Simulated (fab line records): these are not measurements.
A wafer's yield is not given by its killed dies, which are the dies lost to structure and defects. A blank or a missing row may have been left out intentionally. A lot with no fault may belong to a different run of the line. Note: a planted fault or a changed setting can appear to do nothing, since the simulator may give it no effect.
fab line records	flow n5_finfet
record lots=9	wafers=27	last_day=20
route steps=1938 shown BEOL_M4@1111 BEOL_M9@1423 BEOL_M10@1474 PASSIVATION@1936
lots that met no fault: taken from a fault-free run of the same line
start_h: hours from the record's opening day to when the first of the lot's shown wafers began	wait_h: hours elapsed since this lot's preceding step	" as in the row above	L1.1+2: several wafers, shown together as one row	- value missing, or start not given	* or withheld: withheld	< > ~ a bound
route shown NAME@n: names a module that has steps shown in the file, with the first one's number in the route	usual: mean/standard deviation of fault-free wafers	same: alike in all rows	chamber/n: place in a boat	sites: readings site by site	_std_site: their standard deviation	_edge_site: the outer-site mean with the inner-site mean subtracted	radius_mm: how far each site lies from the wafer's centre	mask NAME#n: copy n	behind: the most recent tool/chamber to have shaped the wafer	hold: cause of the lot's hold/its duration in hours/its outcome	device: the transistor (n, p or np) that didn't switch	end of line: at the end of the route, the tests of the same wafers	a step with no rows: only its recipe	killed: dies that structure and defects cost at the first sort, which is not the same as the wafer's yield	map: per-die view of a wafer (x killed, . not killed, _ where there is no die)
set.NAME: setting as actually run; set.NAME@STEP: the setting as run at that earlier step	model.NAME: the simulator's own value behind a step, which no gauge read
the route's steps for a sample of lots (tables are steps, rows are wafers)
services: when a tool's chamber went out of use (start_h, in hours from the record's first day, below 0 if earlier), for how many hours, and the reason
## steps
# step N5_BEOL_M4_RC_MEAS_101
# usual DIBL_N=36.5/2.1	DIBL_P=36.6/2.6	IOFF_N=0.17/0.044	IOFF_P=0.21/0.048	ION_N=674/17	ION_P=462/9.5	SS_N=71.6/0.77	SS_P=73.5/0.72	VT_N=250/4.2	VT_P=-250/3.9
lot.wafer	tool	chamber	start_h	wait_h	DIBL_N[mV/V]	DIBL_P[mV/V]	IOFF_N[nA/um]	IOFF_P[nA/um]	ION_N[uA/um]	ION_P[uA/um]	SS_N[mV/dec]	SS_P[mV/dec]	VT_N[mV]	VT_P[mV]
L625.1	prober-01	0	222.07	0.0	41.7	40.4	0.31	0.35	707	476	73.8	74.9	241	-242
L625.3	"	0	"	"	34.2	32.3	0.13	0.19	678	467	70.7	72.7	251	-250
L625.6	"	0	"	"	40.5	40.5	0.29	0.34	703	475	72.2	74.8	241	-243
L624.1	prober-02	0	227.58	0.0	37.2	37.7	0.14	0.20	667	462	71.1	73.0	253	-253
L624.4	"	0	"	"	40.6	42.3	0.24	0.28	706	478	72.4	74.4	241	-245
L624.5	"	0	"	"	39.5	40.8	0.20	0.25	685	465	72.2	74.3	248	-247
L628.2	prober-02	0	257.03	0.2	35.0	34.2	0.13	0.15	644	440	71.1	72.1	253	-258
L628.3	"	0	"	"	42.0	43.0	0.28	0.29	704	470	73.0	74.2	241	-251
L628.4	"	0	"	"	34.9	33.9	0.13	0.16	676	457	71.1	73.0	249	-253
L634.1	prober-01	0	288.22	0.0	38.7	38.6	0.21	0.25	703	473	71.7	74.1	243	-249
L634.2	"	0	"	"	38.1	38.9	0.21	0.25	696	480	71.5	73.7	244	-248
L634.4	"	0	"	"	36.4	36.6	0.16	0.21	677	455	70.9	73.3	248	-250
L633.2	prober-02	0	300.01	0.2	37.6	39.6	0.18	0.24	667	456	72.1	74.0	250	-249
L633.4	"	0	"	"	33.3	33.2	0.12	0.15	664	453	70.7	72.2	253	-255
L633.6	"	0	"	"	38.7	41.4	0.20	0.28	664	460	72.3	74.4	247	-250
L636.1	prober-02	0	300.79	0.5	37.3	36.0	0.16	0.23	677	461	71.2	73.4	248	-247
L636.2	"	0	"	"	35.9	32.5	0.13	0.17	642	446	70.9	72.0	254	-252
L636.6	"	0	"	"	33.9	32.2	0.11	0.17	643	449	70.0	71.7	252	-249
L643.2	prober-02	0	339.48	0.2	34.4	33.6	0.13	0.17	667	457	70.5	72.3	250	-251
L643.3	"	0	"	"	36.6	36.6	0.17	0.22	691	472	71.7	73.8	249	-248
L643.4	"	0	"	"	37.4	37.9	0.18	0.24	679	468	71.6	73.5	250	-246
L642.2	prober-02	0	346.14	0.2	36.3	37.5	0.18	0.28	697	485	72.9	73.5	248	-246
L642.4	"	0	"	"	37.3	39.0	0.22	0.31	695	473	72.6	73.7	246	-241
L642.5	"	0	"	"	34.7	33.1	0.14	0.19	648	451	72.8	72.3	257	-251
L644.1	prober-01	0	349.42	0.0	34.9	36.2	0.12	0.17	664	459	71.3	73.3	257	-256
L644.4	"	0	"	"	37.3	38.6	0.16	0.21	671	469	71.8	74.0	252	-251
L644.6	"	0	"	"	35.3	35.4	0.13	0.16	666	453	71.5	72.8	255	-258
# step N5_BEOL_M9_STRIP_19
# recipe chemistry=O2	power_w=400	temp_c=40	pressure_mtorr=30	rf_frequency_hz=6e+07	bias_power_w=0	overash_fraction=0.2	o2_flow_sccm=225
# usual drypump_motor_current_A=5.6/0.36	oes_product_au=0.77/0.066	rf_vpp_V=3.7/0.58	showerhead_plenum_p_Torr=2.10/0.077	throttle_valve_pct=16.69/0.2
lot.wafer	tool	chamber	start_h	wait_h	drypump_motor_current_A	oes_product_au	rf_hours_counter_h	rf_vpp_V	showerhead_plenum_p_Torr	throttle_valve_pct
L625.1	rie_diel-03	2	267.01	0.1	5.4	0.66	242	3.4	2.18	16.98
L625.3	"	1	"	"	6.4	0.75	177	3.7	2.12	16.89
L625.6	"	3	"	"	4.9	0.73	-	3.3	2.16	16.98
L624.1	rie_diel-03	1	271.17	0.1	6.4	0.75	178	3.6	2.12	16.92
L624.4	"	0	"	"	6.0	0.84	59	3.1	2.13	16.59
L624.5	"	0	"	"	6.0	0.84	-	2.8	2.13	16.58
L628.2	rie_diel-02	2	306.65	0.1	5.5	0.72	217	3.6	2.09	16.84
L628.3	"	0	"	"	5.5	0.79	137	4.1	2.02	16.59
L628.4	"	1	"	"	5.4	0.82	-	3.5	2.19	16.44
L634.1	rie_diel-02	2	335.73	0.1	5.5	0.70	228	3.7	2.08	16.87
L634.2	"	0	"	"	5.5	0.77	147	4.2	2.01	16.60
L634.4	"	3	"	"	5.6	0.70	245	3.6	1.95	16.80
L636.1	rie_diel-02	0	338.49	0.1	5.5	0.77	148	3.8	2.01	16.60
L636.2	"	1	"	"	5.4	0.80	113	3.6	2.19	16.47
L636.6	"	0	"	"	5.5	0.76	-	2.9	2.01	16.61
L633.2	rie_diel-03	0	343.67	0.1	6.0	0.81	83	3.0	2.12	16.67
L633.4	"	3	"	"	4.9	0.70	220	4.0	2.16	17.03
L633.6	"	2	"	"	5.4	0.89	-	2.9	2.18	16.51
L643.2	rie_diel-02	3	386.39	0.1	5.6	0.95	6	3.8	2.20	16.37
L643.3	"	0	"	"	5.5	0.75	164	4.1	2.01	16.62
L643.4	"	1	"	"	5.4	0.79	129	3.5	2.18	16.51
L644.1	rie_diel-02	1	394.79	0.1	5.4	0.78	132	3.1	2.18	16.50
L644.4	"	0	"	"	5.5	0.75	167	4.2	2.01	16.65
L644.6	"	2	"	"	5.5	0.68	-	3.9	2.07	16.89
L642.2	rie_diel-02	0	402.77	0.2	5.5	0.75	170	3.0	2.01	16.64
L642.4	"	1	"	"	5.5	0.78	-	4.7	2.18	16.52
L642.5	"	3	"	"	5.7	0.92	-	3.8	2.20	16.37
# step N5_BEOL_M9_CVD_78
# recipe material=Co	target_thk_a=20	temp_c=withheld	precursor=CCTBA/H2	pressure_torr=30	time_s=138.9
# usual chamber_pressure_Torr=30.01/0.067	run_length_s=161.5/0.6
lot.wafer	tool	chamber	start_h	wait_h	chamber_pressure_Torr	run_length_s
L625.1	cvd_co-01	1	269.36	0.1	30.01	161.7
L625.3	"	0	"	"	30.05	161.6
L625.6	"	2	"	"	30.02	160.3
L624.1	cvd_co-01	0	276.61	0.0	30.13	161.5
L624.4	"	1	"	"	30.03	162.0
L624.5	"	0	"	"	30.06	161.4
L628.2	cvd_co-01	0	314.07	0.2	29.86	161.8
L628.3	"	2	"	"	29.99	160.8
L628.4	"	0	"	"	29.97	161.8
L634.1	cvd_co-01	0	338.74	0.1	-	-
L634.2	"	2	"	"	-	-
L634.4	"	0	"	"	-	-
L636.1	cvd_co-02	2	343.43	0.3	-	-
L636.2	"	0	"	"	-	-
L636.6	"	2	"	"	-	-
L633.2	cvd_co-02	0	346.14	0.1	30.01	160.7
L633.4	"	0	"	"	30.06	160.7
L633.6	"	0	"	"	29.96	161.4
L643.2	cvd_co-01	1	388.48	0.0	30.04	162.5
L643.3	"	2	"	"	30.00	160.5
L643.4	"	1	"	"	30.06	162.0
L644.1	cvd_co-01	1	401.43	0.1	30.03	162.1
L644.4	"	0	"	"	29.89	161.5
L644.6	"	1	"	"	29.92	162.0
L642.2	cvd_co-02	1	406.46	0.0	30.05	162.0
L642.4	"	2	"	"	30.02	161.9
L642.5	"	0	"	"	30.01	161.0
# step N5_BEOL_M9_CMP_52
# recipe stop_on=SiCOH_lowk	t_overpolish_s=7	down_force_psi=1	platen_rpm=50	clearing_platen_down_force_psi=1.5	clearing_platen_rpm=50	post_cmp_clean=cu_alkaline	target_thk_nm=140	clearing_platen_pad_velocity_m_s=0.99484	pad_velocity_m_s=0.99484
# usual barrier_field_endpoint_s=28.6/0.94	motor_current_A=6.1/0.72
lot.wafer	tool	chamber	start_h	wait_h	barrier_field_endpoint_s	motor_current_A
L625.3	cmp-02	0	270.43	0.2	28.5	8.0
L625.1	"	1	"	"	29.0	6.2
L625.6	"	3	"	"	27.0	5.9
L624.1	cmp-02	1	277.32	0.3	28.4	5.8
L624.4	"	2	"	"	29.1	5.1
L624.5	"	0	"	"	30.0	8.1
L628.2	cmp-01	2	315.09	0.3	28.6	5.8
L628.4	"	3	"	"	30.1	5.8
L628.3	"	0	"	"	28.5	7.3
L634.2	cmp-01	0	339.97	0.2	24.8	7.3
L634.4	"	2	"	"	26.4	6.2
L634.1	"	3	"	"	25.8	5.6
L636.2	cmp-04	2	345.83	0.4	25.6	5.3
L636.1	"	0	"	"	25.4	5.9
L636.6	"	1	"	"	27.0	6.7
L633.2	cmp-02	1	347.10	0.2	27.8	5.9
L633.4	"	3	"	"	26.9	6.4
L633.6	"	1	"	"	28.4	6.3
L643.3	cmp-01	3	389.25	0.2	28.5	5.6
L643.2	"	1	"	"	26.6	5.4
L643.4	"	2	"	"	28.8	6.3
L644.4	cmp-04	2	402.13	0.2	28.7	5.4
L644.1	"	0	"	"	29.1	6.1
L644.6	"	1	"	"	27.5	6.7
L642.2	cmp-04	1	407.11	0.2	27.9	6.4
L642.4	"	3	"	"	29.5	6.1
L642.5	"	2	"	"	27.4	5.4
# step N5_BEOL_M9_RS_MEAS_57
# recipe thk_meas_gauge=four-point-probe	reads=Cu_of_BEOL_M9_ECD_50+Co_of_BEOL_M9_CVD_78+TaN_of_BEOL_M9_ALD_74
# usual M9_RS=0.152/0.0043
lot.wafer	tool	chamber	start_h	wait_h	M9_RS[ohm/sq]
L625.1	film_metro-01	-	270.82	0.1	0.154
L625.3	"	-	"	"	0.156
L625.6	"	-	"	"	0.153
L624.1	film_metro-02	-	277.67	0.1	0.155
L624.4	"	-	"	"	0.149
L624.5	"	-	"	"	0.155
L628.2	film_metro-02	-	315.51	0.1	0.158
L628.3	"	-	"	"	0.156
L628.4	"	-	"	"	0.148
L634.1	film_metro-02	-	340.40	0.1	0.140
L634.2	"	-	"	"	0.145
L634.4	"	-	"	"	0.157
L636.1	film_metro-02	-	346.24	0.1	0.150
L636.2	"	-	"	"	0.148
L636.6	"	-	"	"	0.143
L633.2	film_metro-01	-	347.54	0.1	0.151
L633.4	"	-	"	"	0.159
L633.6	"	-	"	"	0.149
L643.2	film_metro-01	-	389.68	0.1	0.158
L643.3	"	-	"	"	0.144
L643.4	"	-	"	"	0.154
L644.1	film_metro-01	-	402.52	0.1	0.152
L644.4	"	-	"	"	0.147
L644.6	"	-	"	"	0.152
L642.2	film_metro-01	-	407.54	0.1	0.155
L642.4	"	-	"	"	0.144
L642.5	"	-	"	"	0.152
# step N5_BEOL_M10_HM_DEP_02
# recipe material=TiN	target_thk_a=200	temp_c=25	chamber_pressure_pa=0.49996
# usual throttle_valve_pct=29.7/0.85
lot.wafer	tool	chamber	start_h	wait_h	throttle_valve_pct
L625.1	pvd_sputter-02	-	272.66	1.1	29.8
L625.3	"	-	"	"	29.5
L625.6	"	-	"	"	30.5
L624.1	pvd_sputter-01	-	279.52	1.1	28.4
L624.4	"	-	"	"	29.2
L624.5	"	-	"	"	30.6
L628.2	pvd_sputter-01	-	317.60	1.4	30.7
L628.3	"	-	"	"	28.9
L628.4	"	-	"	"	30.5
L633.2	pvd_sputter-01	-	348.70	0.5	28.4
L633.4	"	-	"	"	30.7
L633.6	"	-	"	"	28.7
L643.2	pvd_sputter-01	-	392.89	1.7	28.5
L643.3	"	-	"	"	30.7
L643.4	"	-	"	"	30.4
L644.1	pvd_sputter-03	-	404.93	1.7	29.8
L644.4	"	-	"	"	31.2
L644.6	"	-	"	"	29.2
L642.2	pvd_sputter-02	-	408.34	0.1	29.5
L642.4	"	-	"	"	30.2
L642.5	"	-	"	"	28.7
# step N5_PASSIVATION_PROBE_49
# usual defect_limited_yield=91.2/1.5	killed_at_M0_to_M3=36/10	killed_at_M4_up=14/5.2	killed_at_contacts=12/6	killed_at_front_end=37/10	killed_at_other=4/3.3	killed_dies=104/18	killed_on_rim=14/4.1	killed_open=68/14	killed_short=34/7.4	sort_bin_4_leakage=0.01/0.04	sort_bin_5_function=5.2/1	sort_bin_6_memory=3.3/0.7	sort_bin_8_speed=0.01/0.045	sort_n_pass=1076/18	sort_yield_pct=91.2/1.5
# same gross_dies=1180	killed_at_back_side=0
lot.wafer	tool	chamber	start_h	wait_h	defect_limited_yield[%]	killed_at_M0_to_M3	killed_at_M4_up	killed_at_contacts	killed_at_front_end	killed_at_other	killed_dies	killed_on_rim	killed_open	killed_short	sort_bin_4_leakage[%]	sort_bin_5_function[%]	sort_bin_6_memory[%]	sort_bin_8_speed[%]	sort_n_pass	sort_yield_pct[%]
L636.1	prober-01	-	399.06	0.0	19.8	33	880	6	23	4	946	152	60	18	0	65.4	14.5	0	234	19.8
L636.2	prober-01	-	399.11	0.1	16.9	42	893	6	32	7	980	85	66	25	0	70.0	12.2	0.08	199	16.9
L636.6	prober-01	-	399.31	0.3	22.6	19	863	3	25	3	913	151	44	17	0	65.7	11.5	0.08	266	22.5
L634.1	prober-01	-	401.20	0.0	19.9	33	879	1	30	2	945	132	56	24	0	67.5	12.4	0	235	19.9
L634.2	prober-01	-	401.25	0.1	19.6	26	881	8	32	2	949	85	57	27	0	68.5	11.6	0	231	19.6
L634.4	prober-01	-	401.35	0.2	20.0	19	891	9	22	3	944	138	40	21	0	66.4	13.5	0	236	20.0
L633.4	prober-02	-	419.74	0.2	90.9	30	21	9	43	4	107	12	60	47	0	5.2	3.7	0	1073	90.9
L643.2	prober-01	-	481.84	0.1	92.1	36	10	9	33	5	93	12	68	25	0	4.4	3.3	0	1087	92.1
L643.3	prober-01	-	481.89	0.1	92.7	29	13	9	32	3	86	15	60	26	0	4.0	3.1	0	1094	92.7
L643.4	prober-01	-	481.94	0.2	93.7	30	3	7	34	0	74	9	57	15	0	3.6	2.5	0	1106	93.7
L642.2	prober-02	-	488.71	0.1	90.4	50	12	18	30	3	113	13	75	38	0	5.3	3.8	0	1067	90.4
L642.4	prober-02	-	488.81	0.2	91.3	35	19	13	28	8	103	14	65	36	0	4.6	3.7	0	1077	91.3
L642.5	prober-02	-	488.86	0.2	91.4	52	10	14	19	6	101	15	61	40	0	5.7	2.5	0	1079	91.4
# killed by level:class
L636.1 BEOL_M9:area_cvd=511 BEOL_M9:interface_void_opened=356 BEOL_M2:geometric_particle:open=11 STI_FIN_REVEAL:geometric_particle:open=7 BEOL_M3:geometric_particle:open=7 BEOL_M4:geometric_particle:open=7 FIN_SAQP:geometric_particle:open=6 BEOL_M0_SAQP:geometric_particle:open=5
L636.2 BEOL_M9:area_cvd=545 BEOL_M9:interface_void_opened=338 BEOL_M0_SAQP:geometric_particle:open=13 BEOL_M3:geometric_particle:open=9 FIN_SAQP:geometric_particle:open=6 MOL_CONTACT_COAG:geometric_particle:open=6 BEOL_M0_SAQP:geometric_particle:short=6 BEOL_M4:geometric_particle:open=6
L636.6 BEOL_M9:area_cvd=518 BEOL_M9:interface_void_opened=333 BEOL_M0_SAQP:geometric_particle:open=7 BEOL_M3:geometric_particle:open=6 BEOL_M4:geometric_particle:open=6 FIN_SAQP:geometric_particle:open=5 GATE_CUT:geometric_particle:short=5 STI_FIN_REVEAL:geometric_particle:open=4
L634.1 BEOL_M9:area_cvd=511 BEOL_M9:interface_void_opened=354 BEOL_M0_SAQP:geometric_particle:short=11 BEOL_M3:geometric_particle:open=9 STI_FIN_REVEAL:geometric_particle:open=8 FIN_SAQP:geometric_particle:open=7 BEOL_M0_SAQP:geometric_particle:open=6 BEOL_M4:geometric_particle:open=5
L634.2 BEOL_M9:area_cvd=538 BEOL_M9:interface_void_opened=324 BEOL_M4:geometric_particle:open=12 MOL_CONTACT_COAG:geometric_particle:open=8 BEOL_M0_SAQP:geometric_particle:open=8 STI_FIN_REVEAL:geometric_particle:open=7 BEOL_M0_SAQP:geometric_particle:short=6 FIN_SAQP:geometric_particle:open=5
L634.4 BEOL_M9:area_cvd=500 BEOL_M9:interface_void_opened=382 BEOL_M0_SAQP:geometric_particle:open=8 MOL_CONTACT_COAG:geometric_particle:open=7 FIN_SAQP:geometric_particle:open=6 BEOL_M0_SAQP:geometric_particle:short=4 STARTING-WAFER:geometric_particle:short=4 BEOL_M0:geometric_particle:open=3
L633.4 FIN_SAQP:geometric_particle:open=13 BEOL_M0_SAQP:geometric_particle:open=9 BEOL_M0_SAQP:geometric_particle:short=9 MOL_CONTACT_COAG:geometric_particle:open=6 BEOL_M5:geometric_particle:short=6 FIN_SAQP:geometric_particle:short=5 ILD0:geometric_particle:short=5 DUMMY_GATE:geometric_particle:open=4
L643.2 BEOL_M3:geometric_particle:open=12 MOL_CONTACT_COAG:geometric_particle:open=9 STI_FIN_REVEAL:geometric_particle:open=7 BEOL_M0_SAQP:geometric_particle:open=7 FIN_SAQP:geometric_particle:open=5 BEOL_M2:geometric_particle:open=5 FIN_SAQP:geometric_particle:short=4 BEOL_M4:geometric_particle:open=4
L643.3 MOL_CONTACT_COAG:geometric_particle:open=8 DUMMY_GATE:geometric_particle:open=7 STI_FIN_REVEAL:geometric_particle:open=5 BEOL_M0_SAQP:geometric_particle:short=5 BEOL_M0:geometric_particle:open=5 BEOL_M3:geometric_particle:open=5 FIN_SAQP:geometric_particle:open=4 BEOL_M1:geometric_particle:open=4
L643.4 FIN_SAQP:geometric_particle:open=10 BEOL_M3:geometric_particle:open=10 DUMMY_GATE:geometric_particle:open=7 MOL_CONTACT_COAG:geometric_particle:open=6 STI_FIN_REVEAL:geometric_particle:open=5 BEOL_M0_SAQP:geometric_particle:open=5 BEOL_M1:geometric_particle:open=4 BEOL_M0_SAQP:geometric_particle:short=3
L642.2 MOL_CONTACT_COAG:geometric_particle:open=15 FIN_SAQP:geometric_particle:short=12 BEOL_M0_SAQP:geometric_particle:short=12 BEOL_M0_SAQP:geometric_particle:open=11 BEOL_M2:geometric_particle:open=9 BEOL_M1:geometric_particle:open=7 FIN_SAQP:geometric_particle:open=6 BEOL_M0:geometric_particle:open=5
L642.4 MOL_CONTACT_COAG:geometric_particle:open=12 FIN_SAQP:geometric_particle:short=10 BEOL_M0_SAQP:geometric_particle:open=10 BEOL_M2:geometric_particle:open=8 BEOL_M4:geometric_particle:open=5 BEOL_M0_SAQP:geometric_particle:short=4 BEOL_M4:geometric_particle:short=4 MIM_TOP_ETCH:geometric_particle:short=4
L642.5 MOL_CONTACT_COAG:geometric_particle:open=12 BEOL_M0_SAQP:geometric_particle:short=10 BEOL_M0_SAQP:geometric_particle:open=10 BEOL_M2:geometric_particle:open=10 GATE_CUT:geometric_particle:short=5 BEOL_M0:geometric_particle:open=5 BEOL_M1:geometric_particle:short=4 BEOL_M3:geometric_particle:open=4
## services
tool	chamber	start_h	hours	kind
cvd_co-01	0	243.52	11.4	repair
rie_diel-02	0	252.10	6.5	repair
cmp-02	-	259.41	4.0	pm
cmp-01	-	269.12	8.4	pm
cmp-01	-	278.95	0.5	repair
cvd_co-02	-	285.01	2.8	pm
cmp-02	-	289.59	4.6	pm
cmp-02	-	321.72	0.3	repair
cmp-01	-	325.02	0.8	repair
cmp-02	-	328.59	0.6	repair
cvd_co-02	-	333.80	0.5	repair
cmp-04	-	346.47	12.1	pm
rie_diel-02	3	351.50	-	clean
rie_diel-02	3	351.50	-	consumable_replace:focus_ring
rie_diel-02	3	351.50	-	consumable_replace:showerhead
rie_diel-02	3	351.50	17.3	scheduled_down
cmp-02	-	359.12	1.0	repair
cmp-02	-	367.04	9.2	repair
cmp-01	-	375.79	4.0	pm
rie_diel-03	-	377.95	28.1	pm
cvd_co-01	-	379.83	1.9	repair
rie_diel-02	-	383.26	0.5	repair
cmp-04	-	385.72	4.0	pm
pvd_sputter-01	-	393.50	73.0	repair
## key
first_sign step=N5_BEOL_M9_CVD_78	reading=tool_record	direction=missing
effect step=N5_BEOL_M9_CMP_52	reading=barrier_field_endpoint_s	direction=down	sigmas=2.9	usual=28.6	struck=25.8
effect step=N5_PASSIVATION_PROBE_49	reading=killed_at_M4_up	direction=up	sigmas=99+	usual=14	struck=881
more_kills_born_at N5_BEOL_M9_CVD_78@cvd_co-02=1574	N5_BEOL_M9_CVD_78@cvd_co-01=1549
met_at N5_BEOL_M9_CVD_78
struck_lots L634,L636
later_rows_left_out L634.1,L634.2,L634.4,L636.1,L636.2,L636.6
not_acting_at N5_BEOL_M9_STRIP_19,N5_BEOL_M9_RS_MEAS_57,N5_BEOL_M10_HM_DEP_02
onset_between 314.07 338.74
fault kind=skipped_step_whole	tool=cvd_co-01,cvd_co-02	chamber=-	onset_h=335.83	steps=N5_BEOL_M9_CVD_78	scope=struck_lots_only
# later_rows_left_out: the simulator's readings of these wafers behind a module that went badly wrong aren't trusted and aren't shown, but for the sort
